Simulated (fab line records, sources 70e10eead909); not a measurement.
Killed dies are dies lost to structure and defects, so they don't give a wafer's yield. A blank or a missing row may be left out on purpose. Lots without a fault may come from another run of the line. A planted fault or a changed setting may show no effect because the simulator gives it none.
fab line records | flow nand_harc
record lots=6 wafers=17 last_day=32
route steps=1302 shown P_CONTACT@226 END@1302
lots that met no fault: from a run of the same line without faults
start_h: hours from the record's first day to the start of the lot's first wafer shown | wait_h: hours since the lot's step before | " the same as in the row above | L1.1+2: a row that stands for several wafers | - no value, or no start given | * or withheld: withheld | < > ~ a bound
route shown NAME@n: a module of which the file shows steps, and the number in the route of the first | usual: mean/standard deviation of fault-free wafers | same: alike in all rows | chamber/n: place in a boat | sites: the reading at each site | _std_site: their standard deviation | _edge_site: outer sites' mean less inner sites' | radius_mm: how far each site lies from the wafer's centre | mask NAME#n: copy n | behind: the tool/chamber that last shaped the wafer | hold: why the lot was held/for how many hours/how that ended | device: the transistor (n, p or np) that didn't switch | end of line: the same wafers' tests at the end of the route | a step without rows: its recipe alone | killed: dies lost to structure and defects at the first sort, not the wafer's yield | map: a wafer's dies, x killed, . not, _ none there
set.NAME: the setting as run; set.NAME@STEP: as run at that earlier step | model.NAME: the simulator's own value behind a step, which no gauge read
lots at some steps of the route; a table a step, a row a wafer
services: from which hour (start_h, from the record's first day; less than 0 if before it) a tool's chamber was out of use, for how many hours, and why
## steps
# step NHARC_P_CONTACT_COAT_06
# recipe spin_rpm=1500 resist_thk_nm=90
# step NHARC_P_CONTACT_SOFTBAKE_07
# recipe temp_c=105 time_s=55
# step NHARC_P_CONTACT_EBR_08
# step NHARC_P_CONTACT_EXPOSE_09
# recipe na=1.35 target_cd_nm=90 dose_mj=81.26 mask_id=P_CA
# step NHARC_P_CONTACT_PEB_10
# recipe peb_temp_c=100 peb_time_s=65
# step NHARC_P_CONTACT_DEVELOP_11
# recipe develop_time_s=35 dev_temp_c=23
# step NHARC_P_CONTACT_CD_MEAS_12
# recipe target_cd_nm=90 landing_energy_ev=500
# usual cd_nm=90.3/0.66
# columns lot.wafer tool chamber start_h wait_h cd_nm
L800.2 cd_sem-01 0 117.25 - 89.6
L800.3 " 0 " " 90.2
L800.6 " 0 " " 90.7
L803.1 cd_sem-01 0 142.24 - 90.2
L803.3 " 0 " " 90.8
L803.4 " 0 " " 91.2
L809.2 cd_sem-03 0 211.03 - 91.0
L809.3 " 0 " " 91.0
L810.1 cd_sem-03 0 218.55 - 91.2
L810.4 " 0 " " 91.2
L810.5 " 0 " " 91.4
L818.3 cd_sem-02 0 297.71 - 89.0
L818.4 " 0 " " 90.0
L818.6 " 0 " " 89.3
L819.1 cd_sem-02 0 313.60 - 90.4
L819.2 " 0 " " 90.8
L819.4 " 0 " " 89.9
# step NHARC_P_CONTACT_OVL_MEAS_13
# usual overlay_x_nm=0.3/0.74 overlay_y_nm=-0.2/0.93
# columns lot.wafer tool chamber start_h wait_h overlay_x_nm overlay_y_nm
L800.2 overlay-02 - 117.33 - 0.1 -0.1
L800.3 " - " " -0.1 -0.5
L800.6 " - " " 0.0 -0.7
L803.1 overlay-01 - 142.33 - 0.6 -0.3
L803.3 " - " " 0.6 -0.7
L803.4 " - " " 1.0 -0.6
L809.2 overlay-02 - 211.12 - -1.4 -2.2
L809.3 " - " " -1.0 -1.5
L810.1 overlay-01 - 218.64 - -0.4 0.7
L810.4 " - " " -0.1 1.1
L810.5 " - " " -0.4 1.3
L818.3 overlay-02 - 297.80 - 0.7 -1.5
L818.4 " - " " 0.7 -1.3
L818.6 " - " " 0.7 -2.1
L819.1 overlay-02 - 313.68 - 1.4 1.5
L819.2 " - " " 1.0 1.6
L819.4 " - " " 0.5 1.2
# step NHARC_P_CONTACT_INSPECT_14
# usual raw_defect_count=4.0/2.7
# columns lot.wafer tool chamber start_h wait_h raw_defect_count
L800.2 defect_inspect-01 - 117.37 0.0 1
L800.3 " - " " 2
L800.6 " - " " 2
L803.1 defect_inspect-02 - 142.38 0.1 2
L803.3 " - " " 3
L803.4 " - " " 7
L809.2 defect_inspect-01 - 211.16 0.0 3
L809.3 " - " " 1
L810.1 defect_inspect-01 - 218.68 0.0 6
L810.4 " - " " 5
L810.5 " - " " 6
L818.3 defect_inspect-01 - 297.83 0.0 3
L818.4 " - " " 2
L818.6 " - " " 7
L819.1 defect_inspect-02 - 313.72 0.0 3
L819.2 " - " " 1
L819.4 " - " " 3
# step NHARC_P_CONTACT_DESCUM_17
# recipe time_s=3 o2_flow_sccm=200 ar_flow_sccm=0 bias_power_w=0 chemistry=O2
# usual chamber_pressure_mTorr=60.00/0.059 drypump_motor_current_A=5.9/0.35 oes_product_au=0.997/0.011 rf_vpp_V=57.9/0.89 showerhead_plenum_p_Torr=1.94/0.08 throttle_valve_pct=11.311/0.0082
# columns lot.wafer tool chamber start_h wait_h chamber_pressure_mTorr drypump_motor_current_A oes_product_au rf_hours_counter_h rf_vpp_V showerhead_plenum_p_Torr throttle_valve_pct
L800.3 rie_diel-03 2 117.43 0.1 59.91 6.3 0.995 0.1 59.1 1.91 11.311
L800.2 " 3 " " 59.99 5.7 0.996 0.1 57.3 1.79 11.307
L800.6 " 3 " " 60.04 5.7 0.995 - 57.5 1.79 11.313
L803.3 rie_diel-12 1 142.44 0.1 59.99 6.3 0.979 0.9 58.2 2.05 11.324
L803.1 " 2 " " 60.09 5.7 0.993 0.9 57.8 1.97 11.323
L803.4 " 0 " " 59.95 6.2 1.014 - 59.2 2.02 11.310
L809.3 rie_diel-12 2 211.23 0.1 60.00 5.7 0.992 3.4 57.5 1.97 11.320
L809.2 " 0 " " 60.10 6.2 1.006 3.3 59.3 2.02 11.322
L810.4 rie_diel-12 2 218.74 0.1 59.99 5.7 0.998 3.9 57.4 1.96 11.305
L810.1 " 1 " " 60.16 6.4 0.996 3.8 59.4 2.05 11.311
L810.5 " 3 " " 60.01 5.3 1.014 - 58.4 1.89 11.308
L818.3 rie_diel-03 2 297.89 0.1 59.99 6.3 0.991 0.1 59.4 1.91 11.313
L818.4 " 1 " " 60.04 5.8 0.999 0.1 58.5 1.93 11.310
L818.6 " 2 " " 59.90 6.3 0.998 - 57.1 1.91 11.301
L819.1 rie_diel-07 3 313.78 0.1 60.04 5.9 0.976 0.2 58.8 1.92 11.305
L819.2 " 0 " " 60.03 5.8 1.002 0.2 57.5 1.84 11.322
L819.4 " 2 " " 60.07 6.1 0.992 0.2 60.5 2.05 11.301
# step NHARC_P_CONTACT_ETCH_35
# recipe target_depth_a=390 over_etch_frac=0.3 time_s=65 ion_energy_ev=80 cf4_flow_sccm=150 ar_flow_sccm=0 rf_w=300 bias_w=100 chemistry=CF4
# usual chamber_pressure_mTorr=50.01/0.059 drypump_motor_current_A=5.9/0.35 oes_product_au=0.997/0.01 rf_vpp_V=151.6/1.2 run_length_s=86.5/0.31 showerhead_plenum_p_Torr=1.79/0.068 throttle_valve_pct=13.284/0.01
# columns lot.wafer tool chamber start_h wait_h chamber_pressure_mTorr drypump_motor_current_A oes_product_au rf_hours_counter_h rf_vpp_V run_length_s showerhead_plenum_p_Torr throttle_valve_pct
L800.3 rie_diel-03 1 117.51 0.1 49.95 5.8 0.986 0.1 151.4 86.2 1.79 13.300
L800.2 " 2 " " 49.93 6.3 1.004 0.1 151.0 86.8 1.77 13.286
L800.6 " 2 " " 50.01 6.3 0.992 - 152.2 87.0 1.77 13.275
L803.3 rie_diel-12 2 142.55 0.1 50.04 5.7 0.997 0.9 152.2 86.7 1.81 13.289
L803.1 " 0 " " 49.98 6.2 0.998 1.0 153.4 86.2 1.86 13.295
L803.4 " 1 " " 50.02 6.3 0.993 - 152.3 86.9 1.89 13.289
L809.2 rie_diel-12 2 211.31 0.1 50.03 5.7 0.988 3.4 150.6 86.4 1.81 13.282
L809.3 " 1 " " 49.97 6.3 1.005 3.3 154.1 87.2 1.89 13.297
L810.4 rie_diel-12 3 218.83 0.1 50.00 5.3 1.007 2.7 151.6 86.5 1.75 13.295
L810.1 " 0 " " 50.00 6.2 0.998 3.8 152.6 86.2 1.86 13.252
L810.5 " 2 " " 50.01 5.7 0.998 - 151.6 86.5 1.81 13.287
L818.3 rie_diel-03 3 297.99 0.1 49.98 5.7 0.993 0.1 151.3 86.2 1.66 13.285
L818.4 " 0 " " 50.02 5.3 1.004 0.1 150.3 85.9 1.73 13.299
L818.6 " 2 " " 50.03 6.3 0.997 - 151.1 86.8 1.77 13.291
L819.4 rie_diel-07 0 313.87 0.1 50.06 5.7 0.996 0.2 151.5 86.3 1.71 13.272
L819.2 " 1 " " 50.00 6.2 0.983 0.2 151.4 87.0 1.76 13.284
L819.1 " 2 " " 50.00 6.1 0.988 0.3 151.8 86.4 1.89 13.283
# step NHARC_P_CONTACT_ETCH_36
# recipe target_depth_a=2600 over_etch_frac=0.25 time_s=406.25 ion_energy_ev=200 n2_flow_sccm=150 h2_flow_sccm=150 ar_flow_sccm=0 rf_w=400 bias_w=150 chemistry=N2/H2
# usual chamber_pressure_mTorr=30.004/0.027 drypump_motor_current_A=5.9/0.35 n2_flow_sccm=150.0/0.46 oes_product_au=0.997/0.01 rf_vpp_V=431.3/2.5 run_length_s=427.8/0.35 showerhead_plenum_p_Torr=2.07/0.082 throttle_valve_pct=14.172/0.0094
# columns lot.wafer tool chamber start_h wait_h chamber_pressure_mTorr drypump_motor_current_A n2_flow_sccm oes_product_au rf_hours_counter_h rf_vpp_V run_length_s showerhead_plenum_p_Torr throttle_valve_pct
L800.3 rie_diel-03 1 - - 30.057 5.8 149.8 0.988 0.2 431.0 427.2 2.07 14.156
L800.2 " 3 " " 30.052 5.7 149.2 0.985 0.2 426.7 427.6 1.91 14.175
L800.6 " 2 " " 29.984 6.3 150.5 1.004 - 429.1 428.3 2.04 14.172
L803.3 rie_diel-12 0 - - 30.027 6.2 150.0 1.002 1.1 433.5 427.9 2.16 14.165
L803.1 " 1 " " 30.028 6.3 150.9 0.992 1.0 434.9 428.1 2.19 14.176
L803.4 " 2 " " 29.982 5.7 149.9 0.992 - 432.1 428.1 2.10 14.175
L809.2 rie_diel-12 1 - - 30.003 6.4 150.1 0.999 3.4 435.4 427.8 2.19 14.176
L809.3 " 2 " " 29.989 5.7 150.0 0.992 3.5 430.8 427.9 2.10 14.173
L810.4 rie_diel-12 3 - - 30.009 5.3 149.8 1.008 2.8 427.9 428.2 2.01 14.192
L810.1 " 0 " " 30.009 6.2 149.7 1.009 3.9 432.6 427.5 2.15 14.164
L810.5 " 2 " " 30.034 5.7 149.7 0.991 - 431.3 428.0 2.10 14.170
L818.3 rie_diel-03 1 - - 30.017 5.8 149.4 0.997 0.2 431.6 427.3 2.06 14.177
L818.4 " 3 " " 29.988 5.7 149.6 1.004 0.2 427.3 427.5 1.91 14.161
L818.6 " 0 " " 30.000 5.4 149.4 1.012 - 428.8 427.4 1.98 14.168
L819.4 rie_diel-07 2 - - 29.981 6.1 149.8 0.979 0.3 434.3 427.3 2.19 14.185
L819.1 " 3 " " 29.999 5.9 149.7 0.993 0.3 432.5 428.3 2.05 14.181
L819.2 " 1 " " 30.005 6.2 150.6 0.980 0.3 431.1 427.9 2.02 14.188
# step NHARC_P_CONTACT_ETCH_18
# recipe target_depth_a=4810 time_s=240.5 c4f8_flow_sccm=20 o2_flow_sccm=10 ar_flow_sccm=withheld rf_w=600 bias_w=1500 chemistry=C4F8/O2/Ar
# usual chamber_pressure_mTorr=24.999/0.023 oes_product_au=0.960/0.018 rf_vpp_V=980/5.2 run_length_s=262.0/0.35
# columns lot.wafer tool chamber start_h wait_h chamber_pressure_mTorr oes_product_au rf_hours_counter_h rf_vpp_V run_length_s
L800.2 rie_diel-03 1 117.91 - 25.000 0.965 0.4 979 261.4
L800.3 " 2 " " 25.032 0.956 0.4 979 262.8
L800.6 " 1 " " 24.975 0.962 - 980 261.4
L803.1 rie_diel-12 0 143.04 - 25.017 0.954 1.3 986 261.7
L803.3 " 1 " " 25.000 0.948 1.2 987 262.5
L803.4 " 2 " " 25.014 0.955 - 983 262.7
L809.2 rie_diel-12 2 211.70 - 24.955 0.957 3.6 981 241.9
L809.3 " 3 " " 24.975 0.987 2.4 977 261.9
L810.1 rie_diel-12 3 219.23 - 24.994 0.965 2.9 976 262.3
L810.4 " 1 " " 24.956 0.976 4.1 987 262.4
L810.5 " 2 " " 25.003 0.960 - 980 241.9
L818.4 rie_diel-03 0 298.37 - 24.972 0.991 0.4 975 261.9
L818.3 " 3 " " 24.968 0.967 0.3 970 262.2
L818.6 " 1 " " 24.978 0.981 - 980 261.4
L819.2 rie_diel-07 1 314.26 - 24.993 0.959 0.4 977 262.2
L819.4 " 2 " " 25.039 0.971 0.5 987 261.7
L819.1 " 3 " " 24.999 0.955 0.5 978 261.8
# step NHARC_P_CONTACT_STRIP_37
# recipe c4f8_flow_sccm=withheld o2_flow_sccm=8 ar_flow_sccm=withheld bias_w=0 chemistry=C4F8/O2/Ar
# step NHARC_END_SORT_01
# recipe temp_c=25
# usual killed_at_array=62/15 killed_at_other=0.8/1 killed_at_periphery=3.7/2.6 killed_dies=66/15 killed_open=3.1/1.8 killed_short=2.6/1.7
# same gross_dies=677
# columns lot.wafer tool chamber start_h wait_h killed_at_array killed_at_other killed_at_periphery killed_dies killed_open killed_short
L803.1 prober-02 0 600.32 2.5 41 1 3 45 2 1
L803.3 prober-02 0 601.92 3.1 45 0 0 45 3 4
L803.4 prober-02 0 602.72 3.4 34 0 3 37 3 2
L810.1 prober-02 0 659.57 2.4 59 2 5 66 3 5
L810.5 prober-02 0 662.78 3.7 61 1 245 307 4 5
L819.1 prober-02 0 775.14 2.5 65 1 6 72 4 0
L819.2 prober-02 0 775.94 2.8 88 0 5 93 5 3
L819.4 prober-02 0 777.55 3.4 70 0 6 76 2 4
# killed by level:class
L803.1 A_CHANNEL_HOLE_D2:chamber_film_flake=30 P_BONDPAD:chamber_film_flake=3 A_CHANNEL_HOLE_D1:chamber_film_flake=3 A_STAIRCASE:chamber_film_flake=2 A_CONTACT:chamber_film_flake=2 A_CHANNEL_FILL_D1:geometric_particle:short=1 A_CHANNEL_FILL_D2:geometric_particle:open=1 A_M0:geometric_particle:open=1
L803.3 A_CHANNEL_HOLE_D2:chamber_film_flake=29 A_STAIRCASE:chamber_film_flake=3 A_CHANNEL_HOLE_D1:chamber_film_flake=2 A_CONTACT:chamber_film_flake=2 A_SOURCE_PLATE:geometric_particle:short=1 A_CHANNEL_FILL_D1:geometric_particle:short=1 A_DECK1_JOINT:geometric_particle:short=1 A_CHANNEL_HOLE_D2:geometric_particle:short=1
L803.4 A_CHANNEL_HOLE_D2:chamber_film_flake=20 A_STAIRCASE:chamber_film_flake=4 A_ONON_D2:geometric_particle:short=2 P_ZERO_WELL:chamber_film_flake=2 A_CHANNEL_HOLE_D1:chamber_film_flake=2 A_CONTACT:chamber_film_flake=2 A_CONTACT:geometric_particle:open=1 A_BLC:geometric_particle:open=1
L810.1 A_SLIT:chamber_film_flake=33 A_CHANNEL_HOLE_D2:chamber_film_flake=13 A_CONTACT:chamber_film_flake=3 A_ONON_D2:geometric_particle:short=2 A_M0:geometric_particle:short=2 P_STI:chamber_film_flake=2 THIN_TSV:chamber_film_flake=2 P_CONTACT:geometric_particle:open=1
L810.5 P_CONTACT:area_etch=241 A_SLIT:chamber_film_flake=34 A_CHANNEL_HOLE_D2:chamber_film_flake=10 A_CHANNEL_HOLE_D1:chamber_film_flake=7 P_STI:chamber_film_flake=4 A_DECK1_JOINT:geometric_particle:short=2 A_ONON_D2:geometric_particle:open=2 A_ONON_D1:geometric_particle:short=1
L819.1 A_CHANNEL_HOLE_D2:chamber_film_flake=25 A_CHANNEL_HOLE_D1:chamber_film_flake=22 A_BONDPAD:chamber_film_flake=6 P_M1:chamber_film_flake=4 A_STAIRCASE:chamber_film_flake=4 A_SLIT:chamber_film_flake=3 A_CONTACT:chamber_film_flake=2 P_CONTACT:geometric_particle:open=1
L819.2 A_CHANNEL_HOLE_D1:chamber_film_flake=38 A_CHANNEL_HOLE_D2:chamber_film_flake=25 A_CONTACT:chamber_film_flake=10 A_BONDPAD:chamber_film_flake=4 P_M1:chamber_film_flake=3 A_STAIRCASE:chamber_film_flake=2 P_M0:geometric_particle:open=1 A_ONON_D1:geometric_particle:short=1
L819.4 A_CHANNEL_HOLE_D2:chamber_film_flake=26 A_CHANNEL_HOLE_D1:chamber_film_flake=22 A_CONTACT:chamber_film_flake=7 P_M1:chamber_film_flake=3 A_BONDPAD:chamber_film_flake=3 A_SLIT:chamber_film_flake=2 A_STAIRCASE:chamber_film_flake=2 A_CHANNEL_HOLE_D1:geometric_particle:short=1
## services
# columns tool chamber start_h hours kind
rie_diel-12 2 97.43 1.9 repair
rie_diel-12 0 100.40 - clean
rie_diel-12 1 100.40 - clean
rie_diel-12 2 100.40 - clean
rie_diel-12 3 100.40 - clean
rie_diel-03 - 104.30 9.0 pm
rie_diel-07 - 117.20 9.0 pm
rie_diel-12 0 124.90 - clean
rie_diel-12 1 124.90 - clean
rie_diel-12 2 124.90 - clean
rie_diel-12 3 124.90 - clean
rie_diel-12 3 134.16 21.5 repair
rie_diel-12 0 149.40 - clean
rie_diel-12 1 149.40 - clean
rie_diel-12 - 169.19 0.6 repair
rie_diel-12 3 231.38 9.6 repair
rie_diel-07 0 247.72 2.6 repair
rie_diel-03 1 248.17 4.0 repair
rie_diel-07 3 251.59 6.0 repair
rie_diel-03 - 262.69 0.6 repair
rie_diel-12 - 268.40 9.0 pm
rie_diel-03 - 281.30 9.0 pm
rie_diel-12 1 282.19 15.5 repair
rie_diel-07 - 294.20 9.0 pm
## key
first_sign step=NHARC_P_CONTACT_ETCH_18 reading=run_length_s direction=down sigmas=57 usual=* struck=*
effect step=NHARC_END_SORT_01 reading=killed_at_periphery direction=up sigmas=92 usual=3.7 struck=245
more_kills_born_at NHARC_P_CONTACT_ETCH_18@rie_diel-12=241
met_at NHARC_P_CONTACT_ETCH_18
struck_wafers L809.2,L810.5
sort_left_out L809.2
tester_left_out L809,L810
onset_between 143.04 211.70
fault kind=process_parameter_drift tool=rie_diel-12 chamber=- onset_h=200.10 steps=NHARC_P_CONTACT_ETCH_18 channel=time_s offset=* shape=step end_h=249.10 scope=struck_wafers_only acts_in=* stated=*
# tester_left_out: of these lots the tester's yield and bins aren't shown, on N5 and GAA mostly nor the transistor test; their killed dies are dies lost to structure and defects alone, not to doping, threshold or leakage, so they don't give the yield
# sort_left_out: the simulated sort isn't trusted on such a fault, so these wafers' sort isn't shown, and their yield isn't known
